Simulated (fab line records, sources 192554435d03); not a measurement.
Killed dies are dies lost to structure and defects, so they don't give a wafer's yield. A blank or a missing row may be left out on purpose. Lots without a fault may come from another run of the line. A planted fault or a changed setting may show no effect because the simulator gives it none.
fab line records | flow n5_finfet
record lots=9 wafers=27 last_day=18
route steps=1938 shown STI_FIN_REVEAL@184 DUMMY_GATE@218 BEOL_M4@1111 PASSIVATION@1936
lots that met no fault: from a run of the same line without faults
start_h: hours from the record's first day to the start of the lot's first wafer shown | wait_h: hours since the lot's step before | " the same as in the row above | L1.1+2: a row that stands for several wafers | - no value, or no start given | * or withheld: withheld | < > ~ a bound
route shown NAME@n: a module of which the file shows steps, and the number in the route of the first | usual: mean/standard deviation of fault-free wafers | same: alike in all rows | chamber/n: place in a boat | sites: the reading at each site | _std_site: their standard deviation | _edge_site: outer sites' mean less inner sites' | radius_mm: how far each site lies from the wafer's centre | mask NAME#n: copy n | behind: the tool/chamber that last shaped the wafer | hold: why the lot was held/for how many hours/how that ended | device: the transistor (n, p or np) that didn't switch | end of line: the same wafers' tests at the end of the route | a step without rows: its recipe alone | killed: dies lost to structure and defects at the first sort, not the wafer's yield | map: a wafer's dies, x killed, . not, _ none there
set.NAME: the setting as run; set.NAME@STEP: as run at that earlier step | model.NAME: the simulator's own value behind a step, which no gauge read
steps of the route over a sample of lots; a table a step, a row a wafer
services: from which hour (start_h, from the record's first day; less than 0 if before it) a tool's chamber was out of use, for how many hours, and why
## steps
# step N5_STI_FIN_REVEAL_ALD_14
# recipe material=Si3N4 target_thk_a=30 temp_c=400 ald_precursor_family=SiH2I2 ald_co_reactant=N2/H2-plasma pressure_torr=2
# usual heater_power_w=875/84
# columns lot.wafer tool chamber start_h wait_h heater_power_w
L302.1 ald_sin-02 0 28.43 0.0 933
L302.5 " 1 " " 838
L302.6 " 2 " " 832
L305.1 ald_sin-01 1 48.25 0.0 927
L305.3 " 2 " " 737
L305.6 " 1 " " 920
L308.1 ald_sin-04 3 63.84 0.0 937
L308.3 " 1 " " 847
L308.6 " 1 " " 872
L315.1 ald_sin-01 1 108.84 0.0 938
L315.3 " 0 " " 859
L315.6 " 3 " " 776
L316.2 ald_sin-04 1 113.34 0.0 861
L316.3 " 2 " " 1025
L316.5 " 2 " " 1040
L320.3 ald_sin-04 0 137.98 0.0 970
L320.4 " 2 " " 1040
L320.6 " 2 " " 1026
L321.1 ald_sin-02 3 142.06 0.0 890
L321.2 " 0 " " 936
L321.4 " 1 " " 858
L323.2 ald_sin-04 1 154.26 0.0 853
L323.3 " 0 " " 954
L323.4 " 2 " " 1027
L325.2 ald_sin-01 1 168.66 0.0 916
L325.4 " 3 " " 780
L325.5 " 0 " " 843
# step N5_STI_FIN_REVEAL_OXIDATION_33
# recipe chemistry=O2_PLASMA_REMOTE temp_c=150 time_s=20 pressure_mtorr=1000 source_power_w=2000 o2_flow_sccm=3000
# usual chamber_pressure_mTorr=1000.0/1.3 drypump_motor_current_A=5.8/0.46 heater_power_w=158/18
# columns lot.wafer tool chamber start_h wait_h chamber_pressure_mTorr drypump_motor_current_A heater_power_w rf_hours_counter_h
L302.1 plasma_asher-01 0 37.03 0.0 998.8 5.7 126 84
L302.5 " 1 " " 1000.9 6.0 145 -
L302.6 " 0 " " 1001.0 5.7 126 -
L305.1 plasma_asher-02 1 57.18 0.0 1000.3 5.2 167 31
L305.3 " 0 " " 999.5 6.3 173 -
L305.6 " 1 " " 998.4 5.2 172 -
L308.1 plasma_asher-01 0 72.40 0.0 999.8 5.7 125 91
L308.3 " 1 " " 1000.9 6.0 150 -
L308.6 " 1 " " 999.5 6.0 149 -
L315.1 plasma_asher-01 1 117.18 0.0 1000.8 6.0 151 95
L315.3 " 0 " " 999.2 5.7 131 -
L315.6 " 0 " " 999.3 5.7 127 -
L316.2 plasma_asher-01 0 121.82 0.0 999.6 5.7 126 95
L316.3 " 1 " " 999.9 6.0 151 -
L316.5 " 0 " " 998.3 5.7 125 -
L320.3 plasma_asher-01 1 146.51 0.0 998.7 6.0 144 -
L320.4 " 0 " " 999.2 5.7 131 -
L320.6 " 0 " " 999.0 5.7 126 -
L321.1 plasma_asher-02 1 150.47 0.0 998.7 5.2 167 55
L321.2 " 0 " " 999.0 6.3 175 55
L321.4 " 0 " " 999.7 6.3 176 -
L323.2 plasma_asher-02 1 163.31 0.3 1000.1 5.2 169 57
L323.3 " 0 " " 1000.8 6.3 175 -
L323.4 " 1 " " 1000.5 5.2 173 -
L325.2 plasma_asher-02 1 177.14 0.0 1010.4 5.2 170 61
L325.4 " 0 " " 999.0 6.3 174 -
L325.5 " 1 " " 1000.7 5.2 170 -
# step N5_DUMMY_GATE_CMP_04
# recipe material=a-Si post_cmp_clean=alkaline_brush
# usual motor_current_A=10.1/0.7 pad_life_wafers=911/660 time_to_endpoint_s=11.9/2.8
# columns lot.wafer tool chamber start_h wait_h motor_current_A pad_life_wafers time_to_endpoint_s
L302.1 cmp-04 0 45.92 0.1 11.3 693 12.8
L302.6 " 1 " " 10.3 - 15.4
L302.5 " 2 " " 11.2 - 12.4
L305.3 cmp-02 3 63.66 0.1 10.1 1664 11.6
L305.1 " 0 " " 10.7 1665 9.4
L305.6 " 2 " " 9.8 - 7.5
L308.3 cmp-03 1 77.38 0.0 10.5 174 18.4
L308.1 " 3 " " 8.9 176 12.4
L308.6 " 2 " " 9.9 - 13.2
L315.3 cmp-03 3 122.38 0.1 9.5 565 10.1
L315.1 " 1 " " 10.0 567 15.5
L315.6 " 3 " " 9.4 - 10.4
L316.3 cmp-02 3 126.42 0.1 10.0 19 15.0
L316.2 " 1 " " 9.1 21 10.1
L316.5 " 3 " " 9.9 - 15.4
L320.4 cmp-02 3 150.71 0.0 9.5 216 13.1
L320.3 " 1 " " 9.8 218 8.9
L320.6 " 0 " " 10.9 - 11.0
L321.1 cmp-02 3 154.72 0.1 9.9 259 12.7
L321.2 " 0 " " 10.9 260 13.8
L321.4 " 1 " " 9.3 261 8.8
L323.4 cmp-04 1 167.86 0.0 10.3 1596 13.3
L323.2 " 2 " " 10.7 1597 8.2
L323.3 " 3 " " 9.2 1598 10.5
L325.2 cmp-04 1 181.96 0.1 10.5 1747 16.3
L325.4 " 2 " " 11.1 1748 9.2
L325.5 " 0 " " 11.7 - 10.1
# step N5_DUMMY_GATE_HM_DEP_06
# recipe material=SiNx target_thk_a=800 precursor=DCS/NH3 temp_c=700 pressure_mtorr=300 time_s=5141
# usual pressure_mtorr=299.9/0.35 spike_tc_bottom_C=721.5/2.2 zone_power_top_pct=22.46/0.24
# columns lot.wafer tool chamber start_h wait_h pressure_mtorr spike_tc_bottom_C zone_power_top_pct
L302.1 lpcvd-02 1/15 46.09 0.0 300.1 722.1 22.16
L302.5 " 1/34 " " 300.1 722.1 22.16
L302.6 " 1/39 " " 300.1 722.1 22.16
L305.1 lpcvd-01 0/40 63.87 0.0 299.4 724.7 22.70
L305.3 " 0/50 " " 299.4 724.7 22.70
L305.6 " 0/64 " " 299.4 724.7 22.70
L308.1 lpcvd-02 1/40 77.65 0.0 300.1 721.7 22.18
L308.3 " 1/50 " " 300.1 721.7 22.18
L308.6 " 1/64 " " 300.1 721.7 22.18
L315.1 lpcvd-01 0/90 126.26 3.7 - - -
L315.3 " 0/100 " " - - -
L315.6 " 0/114 " " - - -
L316.2 lpcvd-02 1/95 127.36 0.7 - - -
L316.3 " 1/100 " " - - -
L316.5 " 1/109 " " - - -
L320.3 lpcvd-01 1/50 150.98 0.0 300.1 721.0 22.75
L320.4 " 1/54 " " 300.1 721.0 22.75
L320.6 " 1/64 " " 300.1 721.0 22.75
L321.1 lpcvd-02 1/65 154.96 0.0 299.9 723.2 22.24
L321.2 " 1/70 " " 299.9 723.2 22.24
L321.4 " 1/79 " " 299.9 723.2 22.24
L323.2 lpcvd-02 1/95 168.13 0.0 300.4 722.3 22.14
L323.3 " 1/100 " " 300.4 722.3 22.14
L323.4 " 1/104 " " 300.4 722.3 22.14
L325.2 lpcvd-01 0/45 182.20 0.0 300.1 723.7 22.66
L325.4 " 0/54 " " 300.1 723.7 22.66
L325.5 " 0/59 " " 300.1 723.7 22.66
# step N5_DUMMY_GATE_OVL_MEAS_16
# recipe points_per_wafer=522
# usual GATE_OVL=-0.4/0.64
# columns lot.wafer tool chamber start_h wait_h GATE_OVL[nm]
L302.1 overlay-01 0 50.39 0.0 -0.4
L302.5 " 0 " " -0.6
L302.6 " 0 " " -0.5
L305.1 overlay-01 0 70.13 0.0 -0.8
L305.3 " 0 " " -1.1
L305.6 " 0 " " 0.1
L308.1 overlay-02 0 82.08 0.0 -0.6
L308.3 " 0 " " 0.0
L308.6 " 0 " " 0.5
L315.1 overlay-02 0 130.69 0.0 -4.4
L315.3 " 0 " " -11.0
L315.6 " 0 " " -4.8
L316.2 overlay-01 0 131.83 0.0 -4.9
L316.3 " 0 " " -4.8
L316.5 " 0 " " 1.0
L320.3 overlay-01 0 155.42 0.0 -1.0
L320.4 " 0 " " -1.3
L320.6 " 0 " " -0.8
L321.1 overlay-01 0 159.39 0.0 0.1
L321.2 " 0 " " -0.1
L321.4 " 0 " " 0.0
L323.2 overlay-02 0 172.44 0.0 -0.6
L323.3 " 0 " " -1.3
L323.4 " 0 " " -1.2
L325.2 overlay-02 0 186.52 0.0 -0.4
L325.4 " 0 " " -0.3
L325.5 " 0 " " -0.4
# step N5_DUMMY_GATE_CD_MEAS_24
# recipe target_cd_nm=15
# usual cd_nm=15.0/0.43
# columns lot.wafer tool chamber start_h wait_h cd_nm
L302.1 cd_sem-01 - 51.35 0.1 14.9
L302.5 " - " " 15.0
L302.6 " - " " 14.6
L305.1 cd_sem-02 - 71.10 0.1 14.9
L305.3 " - " " 15.1
L305.6 " - " " 15.4
L308.1 cd_sem-01 - 83.04 0.1 14.9
L308.3 " - " " 14.2
L308.6 " - " " 14.2
L315.1 cd_sem-03 - 132.03 0.1 -
L315.3 " - " " -
L315.6 " - " " -
L316.2 cd_sem-03 - 132.99 0.1 -
L316.3 " - " " -
L316.5 " - " " -
L320.3 cd_sem-03 - 156.37 0.1 15.8
L320.4 " - " " 15.5
L320.6 " - " " 15.4
L321.1 cd_sem-03 - 160.36 0.1 14.5
L321.2 " - " " 15.6
L321.4 " - " " 14.4
L323.2 cd_sem-03 - 174.18 0.1 15.0
L323.3 " - " " 15.1
L323.4 " - " " 15.4
L325.2 cd_sem-02 - 187.48 0.1 13.9
L325.4 " - " " 15.2
L325.5 " - " " 14.5
# step N5_DUMMY_GATE_INSPECT_27
# recipe inspect_instrument=brightfield mode=aei
# usual raw_defect_count=309/81
# columns lot.wafer tool chamber start_h wait_h raw_defect_count
L302.1 defect_inspect-02 - 51.65 0.0 345
L302.5 " - " " 337
L302.6 " - " " 295
L305.1 defect_inspect-01 - 71.39 0.0 295
L305.3 " - " " 257
L305.6 " - " " 343
L308.1 defect_inspect-02 - 83.50 0.0 297
L308.3 " - " " 229
L308.6 " - " " 210
L315.1 defect_inspect-02 - 132.41 0.0 2659
L315.3 " - " " 2542
L315.6 " - " " 2591
L316.2 defect_inspect-02 - 133.33 0.0 2628
L316.3 " - " " 2622
L316.5 " - " " 2646
L320.3 defect_inspect-02 - 156.65 0.0 418
L320.4 " - " " 457
L320.6 " - " " 519
L321.1 defect_inspect-01 - 160.65 0.0 331
L321.2 " - " " 269
L321.4 " - " " 466
L323.2 defect_inspect-01 - 174.47 0.0 193
L323.3 " - " " 329
L323.4 " - " " 237
L325.2 defect_inspect-02 - 187.77 0.0 276
L325.4 " - " " 249
L325.5 " - " " 214
# step N5_BEOL_M4_RC_MEAS_101
# usual DIBL_N=37.1/1.8 DIBL_P=37.2/2.1 IOFF_N=0.17/0.033 IOFF_P=0.22/0.037 ION_N=680/11 ION_P=464/7.7 SS_N=71.7/0.63 SS_P=73.6/0.67 VT_N=248.9/2.9 VT_P=-251/3.6
# columns lot.wafer tool chamber start_h wait_h DIBL_N[mV/V] DIBL_P[mV/V] IOFF_N[nA/um] IOFF_P[nA/um] ION_N[uA/um] ION_P[uA/um] SS_N[mV/dec] SS_P[mV/dec] VT_N[mV] VT_P[mV]
L305.1 prober-02 0 190.94 0.0 38.7 40.6 0.22 0.26 701 473 72.0 74.6 242.9 -248
L305.3 " 0 " " 35.8 36.7 0.14 0.18 676 455 71.4 73.2 251.4 -256
L305.6 " 0 " " 34.1 33.8 0.12 0.15 667 454 71.0 72.5 251.3 -256
L308.1 prober-02 0 211.27 0.0 36.6 35.3 0.14 0.16 663 449 72.0 72.9 253.8 -254
L308.3 " 0 " " 37.9 38.5 0.18 0.22 684 464 72.4 74.1 248.7 -253
L308.6 " 0 " " 38.8 38.1 0.19 0.21 681 463 71.7 74.2 249.6 -253
L302.1 prober-02 0 213.05 0.0 37.9 37.9 0.17 0.20 671 454 72.0 73.3 250.8 -250
L302.5 " 0 " " 38.6 38.6 0.19 0.22 677 459 72.0 73.4 247.7 -249
L302.6 " 0 " " 38.9 40.7 0.21 0.26 713 480 71.7 73.4 244.9 -249
L320.3 prober-01 0 286.94 0.6 33.3 35.1 0.13 0.18 675 461 70.6 73.1 252.0 -251
L320.4 " 0 " " 34.7 36.7 0.14 0.21 682 465 70.8 72.9 249.0 -250
L320.6 " 0 " " 34.8 38.0 0.15 0.23 678 470 71.7 74.3 249.5 -248
L321.1 prober-02 0 307.10 0.0 37.3 37.1 0.17 0.22 703 478 72.3 73.7 246.6 -249
L321.2 " 0 " " 38.2 37.8 0.20 0.24 677 462 71.6 74.4 245.7 -250
L321.4 " 0 " " 41.6 41.5 0.29 0.31 701 477 72.4 75.2 241.5 -244
L323.2 prober-01 0 318.01 0.2 38.4 37.9 0.20 0.24 695 469 72.2 74.3 243.4 -249
L323.3 " 0 " " 37.4 36.2 0.18 0.22 678 461 72.0 73.4 247.8 -251
L323.4 " 0 " " 37.3 35.7 0.17 0.21 666 461 71.5 73.1 249.1 -252
L325.2 prober-02 0 325.78 0.2 40.8 40.8 0.27 0.34 703 477 73.1 74.0 242.1 -241
L325.4 " 0 " " 35.2 34.0 0.13 0.20 677 463 72.0 72.0 251.3 -248
L325.5 " 0 " " 37.1 36.9 0.18 0.25 679 467 71.7 73.6 248.0 -244
# step N5_PASSIVATION_PROBE_49
# usual defect_limited_yield=91.7/1.5 killed_at_M0_to_M3=32/10 killed_at_M4_up=14/5.3 killed_at_contacts=13/5.7 killed_at_front_end=37/10 killed_at_other=3.3/2.5 killed_dies=98/18 killed_on_rim=13/3.6 killed_open=65/13 killed_short=31/7.5 sort_bin_4_leakage=0.00/0.0099 sort_bin_5_function=4.9/0.91 sort_bin_6_memory=3.1/0.71 sort_bin_8_speed=0.00/0.017 sort_n_pass=1082/18 sort_yield_pct=91.7/1.5
# same gross_dies=1180 killed_at_back_side=0
# columns lot.wafer tool chamber start_h wait_h defect_limited_yield[%] killed_at_M0_to_M3 killed_at_M4_up killed_at_contacts killed_at_front_end killed_at_other killed_dies killed_on_rim killed_open killed_short sort_bin_4_leakage[%] sort_bin_5_function[%] sort_bin_6_memory[%] sort_bin_8_speed[%] sort_n_pass sort_yield_pct[%]
L305.1 prober-01 - 300.38 0.0 94.2 22 10 7 29 0 68 8 37 24 0 3.0 2.1 0 1112 94.2
L305.3 prober-01 - 300.48 0.1 91.2 26 10 16 49 3 104 12 65 39 0 5.2 3.4 0 1076 91.2
L305.6 prober-01 - 300.63 0.3 91.3 28 17 11 45 2 103 11 57 42 0 4.8 3.2 0 1077 91.3
L308.1 prober-02 - 327.90 0.0 91.0 21 17 20 45 3 106 17 70 35 0 5.5 3.1 0 1074 91.0
L308.3 prober-02 - 328.00 0.1 91.4 20 24 10 43 5 102 14 70 28 0 3.9 4.3 0 1078 91.4
L308.6 prober-02 - 328.15 0.3 92.3 20 14 18 36 3 91 15 58 31 0 4.4 3.1 0 1089 92.3
L302.1 prober-01 - 331.77 0.0 90.6 34 18 11 44 4 111 14 80 28 0 5.0 4.1 0.08 1069 90.6
L302.5 prober-01 - 331.97 0.2 92.4 13 29 11 34 3 90 8 62 26 0 4.7 2.7 0 1090 92.4
L302.6 prober-01 - 332.02 0.3 91.9 13 20 9 50 3 95 10 68 25 0 3.9 4.1 0 1085 91.9
L315.1 prober-02 - 377.27 0.0 0 10 3 0 1166 1 1180 152 14 9 0 72.9 2.8 0 0 0
L315.3 prober-02 - 377.37 0.1 0 12 2 5 1161 0 1180 152 19 6 0 73.1 4.0 0 0 0
L315.6 prober-02 - 377.52 0.3 0 11 1 1 1166 1 1180 152 15 5 0 71.4 4.0 0 0 0
L316.2 prober-01 - 382.35 0.1 0 2 2 1 1174 1 1180 152 3 3 0 72.0 3.8 0 0 0
L316.3 prober-01 - 382.40 0.1 0 7 3 4 1165 1 1180 152 15 5 0 68.6 3.1 0 0 0
L316.5 prober-01 - 382.50 0.2 0 5 5 2 1167 1 1180 152 11 6 0 74.8 2.9 0 0 0
L320.3 prober-02 - 399.07 0.1 94.7 26 10 13 11 3 63 7 42 21 0 3.1 2.0 0 1117 94.7
L320.4 prober-02 - 399.12 0.2 93.3 36 9 10 23 1 79 7 47 32 0 3.5 3.1 0 1101 93.3
L320.6 prober-02 - 399.22 0.3 91.9 32 11 12 38 2 95 16 66 29 0 4.7 3.4 0 1085 91.9
L321.1 prober-01 - 416.18 0.0 91.0 24 10 23 43 6 106 11 74 26 0 5.7 3.0 0 1074 91.0
L321.2 prober-01 - 416.23 0.1 93.0 15 10 16 37 5 83 10 58 22 0 4.5 2.5 0 1097 93.0
L321.4 prober-01 - 416.33 0.2 91.4 36 14 14 33 4 101 15 69 30 0.08 5.0 3.1 0 1078 91.4
L323.2 prober-02 - 428.52 0.1 91.3 28 16 10 44 5 103 17 74 29 0 5.1 3.3 0 1077 91.3
L323.3 prober-02 - 428.57 0.1 89.9 47 11 10 48 3 119 16 82 33 0 5.3 4.2 0 1061 89.9
L323.4 prober-02 - 428.62 0.2 90.0 39 20 9 46 4 118 12 85 33 0 5.8 4.1 0 1062 90.0
L325.2 prober-01 - 432.68 0.1 94.7 17 17 7 22 0 63 8 44 19 0 3.5 1.8 0 1117 94.7
L325.4 prober-01 - 432.78 0.2 92.9 22 13 18 28 3 84 11 64 19 0 4.3 2.5 0 1096 92.9
L325.5 prober-01 - 432.83 0.2 92.4 29 25 14 21 1 90 8 53 37 0 4.7 2.8 0 1090 92.4
# killed by level:class
L305.1 MOL_CONTACT_COAG:geometric_particle:open=6 BEOL_M0_SAQP:geometric_particle:short=6 HKMG_FIN:area_etch=6 FIN_SAQP:geometric_particle:short=5 BEOL_M0_SAQP:geometric_particle:open=5 DUMMY_GATE:geometric_particle:open=4 BEOL_M4:geometric_particle:open=4 FIN_SAQP:geometric_particle:open=3
L305.3 MOL_CONTACT_COAG:geometric_particle:open=15 FIN_SAQP:geometric_particle:short=14 BEOL_M0_SAQP:geometric_particle:open=8 FIN_SAQP:geometric_particle:open=6 DUMMY_GATE:geometric_particle:open=6 BEOL_M0_SAQP:geometric_particle:short=6 GATE_CUT:geometric_particle:short=5 GATE_CUT:geometric_particle:open=4
L305.6 MOL_CONTACT_COAG:geometric_particle:open=9 BEOL_M4:geometric_particle:open=9 BEOL_M0_SAQP:geometric_particle:open=7 FIN_SAQP:geometric_particle:short=6 BEOL_M0_SAQP:geometric_particle:short=6 FIN_SAQP:geometric_particle:open=5 DUMMY_GATE:geometric_particle:open=5 BEOL_M2:geometric_particle:open=5
L308.1 MOL_CONTACT_COAG:geometric_particle:open=14 GATE_CUT:geometric_particle:short=11 DUMMY_GATE:geometric_particle:open=11 FIN_SAQP:geometric_particle:open=7 MOL_CONTACT_COAG:geometric_particle:short=6 BEOL_M4:geometric_particle:open=6 BEOL_M2:geometric_particle:open=5 BEOL_M0_SAQP:geometric_particle:open=4
L308.3 BEOL_M4:geometric_particle:open=16 DUMMY_GATE:geometric_particle:open=10 MOL_CONTACT_COAG:geometric_particle:open=8 BEOL_M2:geometric_particle:open=8 FIN_SAQP:geometric_particle:short=6 BEOL_M0_SAQP:geometric_particle:open=6 GATE_CUT:geometric_particle:short=5 FIN_SAQP:geometric_particle:open=4
L308.6 MOL_CONTACT_COAG:geometric_particle:open=17 BEOL_M4:geometric_particle:open=8 FIN_SAQP:geometric_particle:short=7 GATE_CUT:geometric_particle:short=7 BEOL_M2:geometric_particle:open=7 BEOL_M0_SAQP:geometric_particle:open=5 STI_FIN_REVEAL:geometric_particle:open=5 FIN_SAQP:geometric_particle:open=4
L302.1 FIN_SAQP:geometric_particle:open=11 BEOL_M4:geometric_particle:open=11 MOL_CONTACT_COAG:geometric_particle:open=9 BEOL_M1:geometric_particle:open=9 STI_FIN_REVEAL:geometric_particle:open=8 DUMMY_GATE:geometric_particle:open=6 BEOL_M0_SAQP:geometric_particle:open=6 BEOL_M2:geometric_particle:short=6
L302.5 BEOL_M4:geometric_particle:open=12 FIN_SAQP:geometric_particle:short=7 FIN_SAQP:geometric_particle:open=7 STI_FIN_REVEAL:geometric_particle:open=7 MOL_CONTACT_COAG:geometric_particle:open=7 BEOL_M5:geometric_particle:open=7 MOL_CONTACT_COAG:geometric_particle:short=4 BEOL_M3:geometric_particle:open=4
L302.6 BEOL_M4:geometric_particle:open=12 STI_FIN_REVEAL:geometric_particle:open=11 DUMMY_GATE:geometric_particle:open=11 MOL_CONTACT_COAG:geometric_particle:open=8 FIN_SAQP:geometric_particle:open=7 FIN_SAQP:geometric_particle:short=5 BEOL_M4:geometric_particle:short=4 BEOL_M1:geometric_particle:short=3
L315.1 DUMMY_GATE:lost_pattern=1154 FIN_SAQP:geometric_particle:short=4 DUMMY_GATE:area_dep=3 BEOL_M3:geometric_particle:open=2 BEOL_M0_SAQP:geometric_particle:open=2 BEOL_M0_SAQP:geometric_particle:short=2 BEOL_M2:geometric_particle:open=2 FIN_SAQP:geometric_particle:open=1
L315.3 DUMMY_GATE:lost_pattern=1154 MOL_CONTACT_COAG:geometric_particle:open=5 BEOL_M0_SAQP:geometric_particle:open=5 FIN_SAQP:geometric_particle:open=3 BEOL_M0_SAQP:geometric_particle:short=2 BEOL_M4:geometric_particle:open=2 FIN_SAQP:geometric_particle:short=1 ILD0:geometric_particle:short=1
L315.6 DUMMY_GATE:lost_pattern=1152 DUMMY_GATE:area_dep=8 BEOL_M2:geometric_particle:open=4 DUMMY_GATE:geometric_particle:open=2 BEOL_M0_SAQP:geometric_particle:open=2 BEOL_M1:geometric_particle:open=2 BEOL_M3:geometric_particle:open=2 FIN_SAQP:geometric_particle:short=1
L316.2 DUMMY_GATE:lost_pattern=1169 DUMMY_GATE:area_dep=4 DUMMY_GATE:geometric_particle:open=1 MOL_CONTACT_COAG:geometric_particle:short=1 BEOL_M0:geometric_particle:short=1 BEOL_M3:geometric_particle:open=1 BEOL_M4:geometric_particle:open=1 MIM_TOP_ETCH:geometric_particle:short=1
L316.3 DUMMY_GATE:lost_pattern=1158 MOL_CONTACT_COAG:geometric_particle:open=3 BEOL_M0_SAQP:geometric_particle:open=3 STI_FIN_REVEAL:geometric_particle:open=2 GATE_CUT:geometric_particle:short=2 BEOL_M0_SAQP:geometric_particle:short=2 FIN_SAQP:geometric_particle:open=1 BEOL_M2:geometric_particle:open=1
L316.5 DUMMY_GATE:lost_pattern=1158 FIN_SAQP:geometric_particle:open=3 DUMMY_GATE:area_dep=3 BEOL_M0_SAQP:geometric_particle:short=2 BEOL_M7:geometric_particle:open=2 STI_FIN_REVEAL:geometric_particle:open=1 GATE_CUT:geometric_particle:short=1 MOL_CONTACT_COAG:geometric_particle:open=1
L320.3 MOL_CONTACT_COAG:geometric_particle:open=11 BEOL_M2:geometric_particle:open=7 BEOL_M4:geometric_particle:open=6 BEOL_M0_SAQP:geometric_particle:short=5 BEOL_M0_SAQP:geometric_particle:open=5 DUMMY_GATE:geometric_particle:open=4 BEOL_M1:geometric_particle:open=3 FIN_SAQP:geometric_particle:short=2
L320.4 BEOL_M2:geometric_particle:open=11 MOL_CONTACT_COAG:geometric_particle:open=9 BEOL_M0_SAQP:geometric_particle:short=9 BEOL_M0_SAQP:geometric_particle:open=6 FIN_SAQP:geometric_particle:short=5 BEOL_M2:geometric_particle:short=5 DUMMY_GATE:geometric_particle:open=4 BEOL_M4:geometric_particle:open=4
L320.6 STI_FIN_REVEAL:geometric_particle:open=16 BEOL_M2:geometric_particle:open=10 MOL_CONTACT_COAG:geometric_particle:open=9 BEOL_M0_SAQP:geometric_particle:open=7 BEOL_M4:geometric_particle:open=7 BEOL_M0_SAQP:geometric_particle:short=5 GATE_CUT:geometric_particle:short=4 BEOL_M1:geometric_particle:open=4
L321.1 MOL_CONTACT_COAG:geometric_particle:open=20 GATE_CUT:geometric_particle:short=9 DUMMY_GATE:geometric_particle:open=8 BEOL_M0_SAQP:geometric_particle:open=8 BEOL_M2:geometric_particle:open=5 STI_FIN_REVEAL:geometric_particle:open=4 GATE_CUT:geometric_particle:open=4 BEOL_M5:geometric_particle:open=4
L321.2 MOL_CONTACT_COAG:geometric_particle:open=14 STI_FIN_REVEAL:geometric_particle:open=12 FIN_SAQP:geometric_particle:open=6 GATE_CUT:geometric_particle:short=4 BEOL_M1:geometric_particle:open=4 BEOL_M5:geometric_particle:open=4 STARTING-WAFER:geometric_particle:short=3 BEOL_M2:geometric_particle:open=3
L321.4 STI_FIN_REVEAL:geometric_particle:open=12 BEOL_M1:geometric_particle:open=11 MOL_CONTACT_COAG:geometric_particle:open=8 BEOL_M3:geometric_particle:open=7 DUMMY_GATE:geometric_particle:open=6 MOL_CONTACT_COAG:geometric_particle:short=6 GATE_CUT:geometric_particle:short=4 BEOL_M3:geometric_particle:short=4
L323.2 STI_FIN_REVEAL:geometric_particle:open=14 MOL_CONTACT_COAG:geometric_particle:open=8 BEOL_M3:geometric_particle:open=7 BEOL_M4:geometric_particle:open=6 STI_FIN_REVEAL:geometric_particle:short=5 BEOL_M0_SAQP:geometric_particle:open=5 DUMMY_GATE:geometric_particle:open=4 BEOL_M2:geometric_particle:open=4
L323.3 STI_FIN_REVEAL:geometric_particle:open=13 BEOL_M3:geometric_particle:open=13 BEOL_M2:geometric_particle:open=10 DUMMY_GATE:geometric_particle:open=8 MOL_CONTACT_COAG:geometric_particle:open=8 BEOL_M0_SAQP:geometric_particle:open=6 GATE_CUT:geometric_particle:short=5 BEOL_M0_SAQP:geometric_particle:short=5
L323.4 STI_FIN_REVEAL:geometric_particle:open=15 BEOL_M2:geometric_particle:open=11 MOL_CONTACT_COAG:geometric_particle:open=9 FIN_SAQP:geometric_particle:open=8 BEOL_M1:geometric_particle:open=7 BEOL_M0_SAQP:geometric_particle:short=6 FIN_SAQP:geometric_particle:short=5 BEOL_M4:geometric_particle:open=5
L325.2 BEOL_M4:geometric_particle:open=13 ILD0:geometric_particle:short=5 MOL_CONTACT_COAG:geometric_particle:open=5 BEOL_M3:geometric_particle:open=5 ILD0:geometric_particle:open=4 BEOL_M0_SAQP:geometric_particle:short=4 STI_FIN_REVEAL:geometric_particle:open=3 DUMMY_GATE:geometric_particle:open=3
L325.4 MOL_CONTACT_COAG:geometric_particle:open=16 BEOL_M1:geometric_particle:open=8 BEOL_M2:geometric_particle:open=6 BEOL_M4:geometric_particle:open=5 STI_FIN_REVEAL:geometric_particle:open=4 DUMMY_GATE:geometric_particle:open=4 GATE_CUT:geometric_particle:short=4 BEOL_M0_SAQP:geometric_particle:open=4
L325.5 BEOL_M4:geometric_particle:open=15 BEOL_M0_SAQP:geometric_particle:short=9 MOL_CONTACT_COAG:geometric_particle:open=8 FIN_SAQP:geometric_particle:short=7 MOL_CONTACT_COAG:geometric_particle:short=6 BEOL_M2:geometric_particle:open=5 BEOL_M3:geometric_particle:open=5 ILD0:geometric_particle:short=4
## services
# columns tool chamber start_h hours kind
ald_sin-04 0 8.02 - clean
ald_sin-04 1 8.02 - clean
ald_sin-04 2 8.02 - clean
ald_sin-04 3 8.02 - clean
cmp-03 - 41.19 0.8 repair
ald_sin-02 0 42.15 21.8 repair
ald_sin-04 - 43.04 0.9 repair
ald_sin-01 0 47.41 8.8 repair
cmp-03 - 47.62 4.0 pm
ald_sin-04 2 50.29 8.1 repair
ald_sin-01 - 56.26 2.8 pm
cmp-03 - 65.49 2.8 repair
plasma_asher-01 - 78.85 28.1 pm
cmp-04 - 82.16 0.4 repair
cmp-04 - 104.34 7.8 pm
ald_sin-02 1 106.60 13.3 repair
cmp-02 - 119.48 4.0 pm
plasma_asher-02 - 122.28 3.3 repair
cmp-02 - 123.48 - consumable_replace:conditioner
lpcvd-01 - 130.17 2.8 pm
plasma_asher-02 - 139.91 0.9 repair
plasma_asher-01 - 162.20 3.4 repair
lpcvd-01 - 168.59 0.8 pm
ald_sin-01 - 178.19 14.0 pm
## key
first_sign step=N5_DUMMY_GATE_HM_DEP_06 reading=tool_record direction=missing
effect step=N5_DUMMY_GATE_OVL_MEAS_16 reading=GATE_OVL direction=down sigmas=6.8 usual=-0.4 struck=-4.8
effect step=N5_DUMMY_GATE_CD_MEAS_24 reading=cd_nm direction=missing
effect step=N5_DUMMY_GATE_INSPECT_27 reading=raw_defect_count direction=up sigmas=29 usual=309 struck=2615
effect step=N5_PASSIVATION_PROBE_49 reading=killed_at_front_end direction=up sigmas=99+ usual=37 struck=1166
met_at N5_DUMMY_GATE_HM_DEP_06
struck_lots L315,L316
later_rows_left_out L315.1,L315.3,L315.6,L316.2,L316.3,L316.5
not_acting_at N5_STI_FIN_REVEAL_ALD_14,N5_STI_FIN_REVEAL_OXIDATION_33,N5_DUMMY_GATE_CMP_04
onset_between 77.65 126.26
fault kind=skipped_step_whole tool=lpcvd-01,lpcvd-02 chamber=- onset_h=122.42 steps=N5_DUMMY_GATE_HM_DEP_06 scope=struck_lots_only
# later_rows_left_out: the simulator's readings of these wafers behind a module that went badly wrong aren't trusted and aren't shown, but for the sort
